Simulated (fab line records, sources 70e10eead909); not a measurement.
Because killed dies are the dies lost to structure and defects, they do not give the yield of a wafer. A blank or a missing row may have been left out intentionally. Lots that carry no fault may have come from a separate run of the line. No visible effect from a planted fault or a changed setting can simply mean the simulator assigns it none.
Which of the tools did it? || flow nand harc || 42 wafers from 14 lots sampled at 7 of the route's 1302 steps

== WHAT THE GAUGES READ, wafer by wafer ==
NHARC_P_STI_INSPECT_25.
{"lot": "L564", "measured": "day 4 17:40", "on": "defect inspect-02", "raw defect count": "241 269 202"}
{"lot": "L565", "measured": "day 4 22:06", "on": "defect inspect-01", "raw defect count": "197 175 196"}
{"lot": "L566", "measured": "day 5 03:51", "on": "defect inspect-02", "raw defect count": "158 169 150"}
{"lot": "L563", "measured": "day 5 11:28", "on": "defect inspect-02", "raw defect count": "195 397 287"}
{"lot": "L567", "measured": "day 5 11:28", "on": "defect inspect-01", "raw defect count": "145 229 196"}
{"lot": "L568", "measured": "day 6 01:28", "on": "defect inspect-02", "raw defect count": "242 158 193"}
{"lot": "L569", "measured": "day 6 08:59", "on": "defect inspect-01", "raw defect count": "221 157 227"}
{"lot": "L572", "measured": "day 7 19:49", "on": "defect inspect-01", "raw defect count": "135 261 88"}
{"lot": "L573", "measured": "day 8 15:15", "on": "defect inspect-02", "raw defect count": "527 561 540"}
{"lot": "L577", "measured": "day 10 01:58", "on": "defect inspect-02", "raw defect count": "645 600 584"}
{"lot": "L578", "measured": "day 10 08:41", "on": "defect inspect-01", "raw defect count": "157 221 292"}
{"lot": "L579", "measured": "day 10 16:08", "on": "defect inspect-01", "raw defect count": "167 105 144"}
{"lot": "L581", "measured": "day 11 18:10", "on": "defect inspect-01", "raw defect count": "213 282 252"}
{"lot": "L585", "measured": "day 13 01:11", "on": "defect inspect-01", "raw defect count": "191 159 273"}

NHARC_P_GATE_CD_MEAS_11: target cd 1640 nm.
{"lot": "L564", "measured": "day 5 02:05", "on": "cd sem-03", "cd nm (nm)": "1640.9 1641.7 1643.7"}
{"lot": "L565", "measured": "day 5 06:50", "on": "cd sem-02", "cd nm (nm)": "1641.6 1641.7 1638.4"}
{"lot": "L566", "measured": "day 5 14:23", "on": "cd sem-01", "cd nm (nm)": "1636.6 1637.2 1639.8"}
{"lot": "L563", "measured": "day 5 22:15", "on": "cd sem-01", "cd nm (nm)": "1639.2 1636.9 1636.8"}
{"lot": "L567", "measured": "day 5 22:24", "on": "cd sem-01", "cd nm (nm)": "1640.1 1640.4 1642.6"}
{"lot": "L568", "measured": "day 6 09:56", "on": "cd sem-03", "cd nm (nm)": "1639.8 1637.4 1639.5"}
{"lot": "L569", "measured": "day 6 17:28", "on": "cd sem-02", "cd nm (nm)": "1643.5 1642.2 1642.0"}
{"lot": "L572", "measured": "day 8 04:23", "on": "cd sem-02", "cd nm (nm)": "1638.2 1638.9 1640.2"}
{"lot": "L573", "measured": "day 8 23:48", "on": "cd sem-01", "cd nm (nm)": "1639.3 1637.8 1638.6"}
{"lot": "L577", "measured": "day 10 13:54", "on": "cd sem-02", "cd nm (nm)": "1640.0 1639.5 1640.6"}
{"lot": "L578", "measured": "day 10 18:10", "on": "cd sem-02", "cd nm (nm)": "1640.0 1641.3 1643.2"}
{"lot": "L579", "measured": "day 11 01:19", "on": "cd sem-03", "cd nm (nm)": "1642.2 1641.8 1643.0"}
{"lot": "L581", "measured": "day 12 02:53", "on": "cd sem-02", "cd nm (nm)": "1638.7 1639.2 1635.4"}
{"lot": "L585", "measured": "day 13 09:39", "on": "cd sem-02", "cd nm (nm)": "1640.7 1643.4 1640.2"}

NHARC_P_GATE_INSPECT_28.
{"lot": "L564", "measured": "day 5 17:07", "on": "defect inspect-01", "raw defect count": "9 4 8"}
{"lot": "L565", "measured": "day 6 06:00", "on": "defect inspect-01", "raw defect count": "3 3 5"}
{"lot": "L566", "measured": "day 6 11:07", "on": "defect inspect-02", "raw defect count": "5 5 6"}
{"lot": "L563", "measured": "day 6 13:07", "on": "defect inspect-02", "raw defect count": "10 5 7"}
{"lot": "L567", "measured": "day 6 13:30", "on": "defect inspect-02", "raw defect count": "9 6 8"}
{"lot": "L568", "measured": "day 7 02:07", "on": "defect inspect-01", "raw defect count": "7 8 4"}
{"lot": "L569", "measured": "day 7 11:17", "on": "defect inspect-02", "raw defect count": "9 11 7"}
{"lot": "L572", "measured": "day 8 18:22", "on": "defect inspect-01", "raw defect count": "6 11 13"}
{"lot": "L573", "measured": "day 9 15:43", "on": "defect inspect-02", "raw defect count": "378 436 398"}
{"lot": "L577", "measured": "day 11 06:19", "on": "defect inspect-01", "raw defect count": "438 423 415"}
{"lot": "L578", "measured": "day 11 18:32", "on": "defect inspect-01", "raw defect count": "6 9 8"}
{"lot": "L579", "measured": "day 11 22:47", "on": "defect inspect-01", "raw defect count": "6 5 4"}
{"lot": "L581", "measured": "day 12 17:32", "on": "defect inspect-02", "raw defect count": "3 9 10"}
{"lot": "L585", "measured": "day 14 02:52", "on": "defect inspect-02", "raw defect count": "2 7 2"}

NHARC_P_GATE_INSPECT_68.
{"lot": "L564", "measured": "day 6 11:23", "on": "defect inspect-01", "raw defect count": "247 279 188"}
{"lot": "L565", "measured": "day 7 00:14", "on": "defect inspect-02", "raw defect count": "183 143 189"}
{"lot": "L566", "measured": "day 7 05:37", "on": "defect inspect-02", "raw defect count": "157 149 147"}
{"lot": "L563", "measured": "day 7 07:23", "on": "defect inspect-01", "raw defect count": "177 395 273"}
{"lot": "L567", "measured": "day 7 12:14", "on": "defect inspect-02", "raw defect count": "120 167 151"}
{"lot": "L568", "measured": "day 7 20:20", "on": "defect inspect-02", "raw defect count": "224 165 191"}
{"lot": "L569", "measured": "day 8 08:30", "on": "defect inspect-02", "raw defect count": "223 159 235"}
{"lot": "L572", "measured": "day 9 12:40", "on": "defect inspect-02", "raw defect count": "126 264 86"}
{"lot": "L573", "measured": "day 10 12:05", "on": "defect inspect-02", "raw defect count": "550 540 529"}
{"lot": "L577", "measured": "day 12 02:46", "on": "defect inspect-02", "raw defect count": "640 584 550"}
{"lot": "L578", "measured": "day 12 15:20", "on": "defect inspect-01", "raw defect count": "149 220 268"}
{"lot": "L579", "measured": "day 12 17:14", "on": "defect inspect-02", "raw defect count": "146 93 144"}
{"lot": "L581", "measured": "day 13 14:05", "on": "defect inspect-02", "raw defect count": "240 261 282"}
{"lot": "L585", "measured": "day 14 21:18", "on": "defect inspect-01", "raw defect count": "193 140 218"}

== WHAT TOOL EACH LOT RAN ON (gives the tool, then ch and the chambers of the sampled wafers, and finally the start) ==
{"lot": "L564", "NHARC_P_ZERO_WELL_DESCUM_54": "rie diel-04 ch 0,1,3, day 2 12:04", "NHARC_P_STI_CMP_21": "cmp-01 ch 0,1,2, day 4 05:38", "NHARC_P_STI_STRIP_24": "wet bench-09 ch 3,4,5, day 4 05:59"}
{"lot": "L565", "NHARC_P_ZERO_WELL_DESCUM_54": "rie diel-04 ch 1,2,3, day 2 22:02", "NHARC_P_STI_CMP_21": "cmp-03 ch 0,3, day 4 14:04", "NHARC_P_STI_STRIP_24": "wet bench-09 ch 2,3,5, day 4 14:25"}
{"lot": "L566", "NHARC_P_ZERO_WELL_DESCUM_54": "rie diel-04 ch 1,2,3, day 3 07:49", "NHARC_P_STI_CMP_21": "cmp-01 ch 2,3, day 4 20:06", "NHARC_P_STI_STRIP_24": "wet bench-06 ch 2,4,5, day 4 20:26"}
{"lot": "L563", "NHARC_P_ZERO_WELL_DESCUM_54": "rie diel-06 ch 2,3, day 3 15:35", "NHARC_P_STI_CMP_21": "cmp-01 ch 0,1, day 5 03:00", "NHARC_P_STI_STRIP_24": "wet bench-07 ch 0,3,7, day 5 03:21"}
{"lot": "L567", "NHARC_P_ZERO_WELL_DESCUM_54": "rie diel-04 ch 0,2,3, day 3 17:53", "NHARC_P_STI_CMP_21": "cmp-04 ch 1,2,3, day 5 03:00", "NHARC_P_STI_STRIP_24": "wet bench-06 ch 3,5,6, day 5 03:21"}
{"lot": "L568", "NHARC_P_ZERO_WELL_DESCUM_54": "rie diel-04 ch 2,3, day 4 03:56", "NHARC_P_STI_CMP_21": "cmp-01 ch 0,1,3, day 5 16:58", "NHARC_P_STI_STRIP_24": "wet bench-09 ch 1,3,6, day 5 17:16"}
{"lot": "L569", "NHARC_P_ZERO_WELL_DESCUM_54": "rie diel-06 ch 0,3, day 4 13:39", "NHARC_P_STI_CMP_21": "cmp-04 ch 0,3, day 6 00:33", "NHARC_P_STI_STRIP_24": "wet bench-09 ch 1,4,7, day 6 00:52"}
{"lot": "L572", "NHARC_P_ZERO_WELL_DESCUM_54": "rie diel-02 ch 0,1,3, day 5 19:55", "NHARC_P_STI_CMP_21": "cmp-03 ch 0,1,2, day 7 11:55", "NHARC_P_STI_STRIP_24": "wet bench-09 ch 0,2,5, day 7 12:11"}
{"lot": "L573", "NHARC_P_ZERO_WELL_DESCUM_54": "rie diel-02 ch 0,1, day 6 05:56", "NHARC_P_STI_CMP_21": "cmp-03 ch 0,1,2, day 8 04:40", "NHARC_P_STI_STRIP_24": "wet bench-09 ch 5,6,7, day 8 04:59"}
{"lot": "L577", "NHARC_P_ZERO_WELL_DESCUM_54": "rie diel-06 ch 0,2,3, day 7 21:48", "NHARC_P_STI_CMP_21": "cmp-04 ch 0,1,3, day 9 14:28", "NHARC_P_STI_STRIP_24": "wet bench-09 ch 5,6,7, day 9 14:48"}
{"lot": "L578", "NHARC_P_ZERO_WELL_DESCUM_54": "rie diel-04 ch 1,2,3, day 8 07:41", "NHARC_P_STI_CMP_21": "cmp-04 ch 0,2,3, day 9 22:20", "NHARC_P_STI_STRIP_24": "wet bench-07 ch 0,1,2, day 9 22:41"}
{"lot": "L579", "NHARC_P_ZERO_WELL_DESCUM_54": "rie diel-06 ch 1,2,3, day 8 20:34", "NHARC_P_STI_CMP_21": "cmp-04 ch 1,2,3, day 10 07:40", "NHARC_P_STI_STRIP_24": "wet bench-07 ch 1,2,4, day 10 08:00"}
{"lot": "L581", "NHARC_P_ZERO_WELL_DESCUM_54": "rie diel-04 ch 0,1,2, day 9 14:29", "NHARC_P_STI_CMP_21": "cmp-04 ch 1,3, day 11 07:53", "NHARC_P_STI_STRIP_24": "wet bench-06 ch 4,5,6, day 11 08:14"}
{"lot": "L585", "NHARC_P_ZERO_WELL_DESCUM_54": "rie diel-04 ch 2,3, day 11 05:39", "NHARC_P_STI_CMP_21": "cmp-01 ch 1,2, day 12 17:15", "NHARC_P_STI_STRIP_24": "wet bench-06 ch 0,6,7, day 12 17:34"}
- NHARC_P_ZERO_WELL_DESCUM_54: chemistry O2, time 3 s.
- NHARC_P_STI_CMP_21: polishes, t overpolish 20 s, target thk 380.67 nm.
- NHARC_P_STI_STRIP_24: strips Si3N4 in H3PO4.

== WHAT THE TOOLS THEMSELVES READ (means of the sampled wafers that have a number; where no wafer has one, the mark that the record gives instead) ==
NHARC_P_ZERO_WELL_DESCUM_54.
{"lot": "L564", "tool": "rie diel-04", "drypump motor current A (A)": 5.92, "oes product au (a.u.)": 1.002, "rf vpp V (V)": 56.4, "showerhead plenum p Torr (Torr)": 1.84, "throttle valve pct (%)": 11.307}
{"lot": "L565", "tool": "rie diel-04", "drypump motor current A (A)": 6.07, "oes product au (a.u.)": 1.007, "rf vpp V (V)": 57.0, "showerhead plenum p Torr (Torr)": 1.84, "throttle valve pct (%)": 11.305}
{"lot": "L566", "tool": "rie diel-04", "drypump motor current A (A)": 6.08, "oes product au (a.u.)": 1.007, "rf vpp V (V)": 58.1, "showerhead plenum p Torr (Torr)": 1.84, "throttle valve pct (%)": 11.313}
{"lot": "L563", "tool": "rie diel-06", "drypump motor current A (A)": 6.07, "oes product au (a.u.)": 0.998, "rf vpp V (V)": 57.5, "showerhead plenum p Torr (Torr)": 1.84, "throttle valve pct (%)": 11.308}
{"lot": "L567", "tool": "rie diel-04", "drypump motor current A (A)": 5.96, "oes product au (a.u.)": 1.007, "rf vpp V (V)": 57.0, "showerhead plenum p Torr (Torr)": 1.83, "throttle valve pct (%)": 11.317}
{"lot": "L568", "tool": "rie diel-04", "drypump motor current A (A)": 6.11, "oes product au (a.u.)": 1.004, "rf vpp V (V)": 57.4, "showerhead plenum p Torr (Torr)": 1.82, "throttle valve pct (%)": 11.323}
{"lot": "L569", "tool": "rie diel-06", "drypump motor current A (A)": 5.37, "oes product au (a.u.)": 0.995, "rf vpp V (V)": 58.4, "showerhead plenum p Torr (Torr)": 1.89, "throttle valve pct (%)": 11.315}
{"lot": "L572", "tool": "rie diel-02", "drypump motor current A (A)": 5.95, "oes product au (a.u.)": 0.994, "rf vpp V (V)": 57.6, "showerhead plenum p Torr (Torr)": 1.84, "throttle valve pct (%)": 11.311}
{"lot": "L573", "tool": "rie diel-02", "drypump motor current A (A)": 5.84, "oes product au (a.u.)": 0.997, "rf vpp V (V)": 57.7, "showerhead plenum p Torr (Torr)": 1.85, "throttle valve pct (%)": 11.305}
{"lot": "L577", "tool": "rie diel-06", "drypump motor current A (A)": 5.71, "oes product au (a.u.)": 0.993, "rf vpp V (V)": 58.2, "showerhead plenum p Torr (Torr)": 1.86, "throttle valve pct (%)": 11.306}
{"lot": "L578", "tool": "rie diel-04", "drypump motor current A (A)": 6.07, "oes product au (a.u.)": 1.009, "rf vpp V (V)": 57.0, "showerhead plenum p Torr (Torr)": 1.83, "throttle valve pct (%)": 11.310}
{"lot": "L579", "tool": "rie diel-06", "drypump motor current A (A)": 6.01, "oes product au (a.u.)": 0.990, "rf vpp V (V)": 58.0, "showerhead plenum p Torr (Torr)": 1.87, "throttle valve pct (%)": 11.310}
{"lot": "L581", "tool": "rie diel-04", "drypump motor current A (A)": 5.92, "oes product au (a.u.)": 1.000, "rf vpp V (V)": 58.3, "showerhead plenum p Torr (Torr)": 1.84, "throttle valve pct (%)": 11.312}
{"lot": "L585", "tool": "rie diel-04", "drypump motor current A (A)": 6.12, "oes product au (a.u.)": 1.003, "rf vpp V (V)": 57.9, "showerhead plenum p Torr (Torr)": 1.81, "throttle valve pct (%)": 11.312}

NHARC_P_STI_CMP_21.
{"lot": "L564", "tool": "cmp-01", "motor current A (A)": 11.8, "overpolish run s (s)": 19.995}
{"lot": "L565", "tool": "cmp-03", "motor current A (A)": 12.0, "overpolish run s (s)": 20.005}
{"lot": "L566", "tool": "cmp-01", "motor current A (A)": 12.6, "overpolish run s (s)": 19.998}
{"lot": "L563", "tool": "cmp-01", "motor current A (A)": 12.2, "overpolish run s (s)": 19.999}
{"lot": "L567", "tool": "cmp-04", "motor current A (A)": 11.6, "overpolish run s (s)": 19.992}
{"lot": "L568", "tool": "cmp-01", "motor current A (A)": 12.3, "overpolish run s (s)": 19.997}
{"lot": "L569", "tool": "cmp-04", "motor current A (A)": 11.3, "overpolish run s (s)": 20.001}
{"lot": "L572", "tool": "cmp-03", "motor current A (A)": 11.6, "overpolish run s (s)": 20.006}
{"lot": "L573", "tool": "cmp-03", "motor current A (A)": 11.8, "overpolish run s (s)": 19.991}
{"lot": "L577", "tool": "cmp-04", "motor current A (A)": 11.1, "overpolish run s (s)": 20.006}
{"lot": "L578", "tool": "cmp-04", "motor current A (A)": 12.5, "overpolish run s (s)": 19.999}
{"lot": "L579", "tool": "cmp-04", "motor current A (A)": 11.4, "overpolish run s (s)": 20.001}
{"lot": "L581", "tool": "cmp-04", "motor current A (A)": 10.6, "overpolish run s (s)": 20.007}
{"lot": "L585", "tool": "cmp-01", "motor current A (A)": 11.5, "overpolish run s (s)": 20.000}

== THE ANSWER, worked out from the rows above alone ==
Rule: the usual values come from the lots themselves. The widest of any qualifying gaps counts: lots, ordered by their means at a reading, are off when they make up no more than a third of the lots, leave a main group of 4 or more, and stand apart from it by 3 or more times the standard deviation of that group's means. Not used: any main group whose means are identical at the precision the tables above print for the reading. A lot without any number at a reading at which 4 lots or more have one is off too. All remaining lots with rows at the step are treated as sound. After the gauges, taken in route order, come the tools' own readings; for these a lot's mean is taken, as printed above. The first step at which some lot is off is used, and at that step the reading that is off furthest; a lot without a number counts as furthest.
Off, at NHARC_P_STI_INSPECT_25 on raw defect count: L573, L577. Main group: mean 204, sd 41.
If a tool, at a process step before that reading, ran all the lots that are off and no sound lot after the first of them, it fits. Gauges at NHARC_P_STI_INSPECT_25: tried the same way as those tools. Undecided on this evidence; 2 tools fit (wet bench-09 at NHARC_P_STI_STRIP_24, defect inspect-02 at NHARC_P_STI_INSPECT_25).

== WHAT THE SIMULATOR PUT IN ==
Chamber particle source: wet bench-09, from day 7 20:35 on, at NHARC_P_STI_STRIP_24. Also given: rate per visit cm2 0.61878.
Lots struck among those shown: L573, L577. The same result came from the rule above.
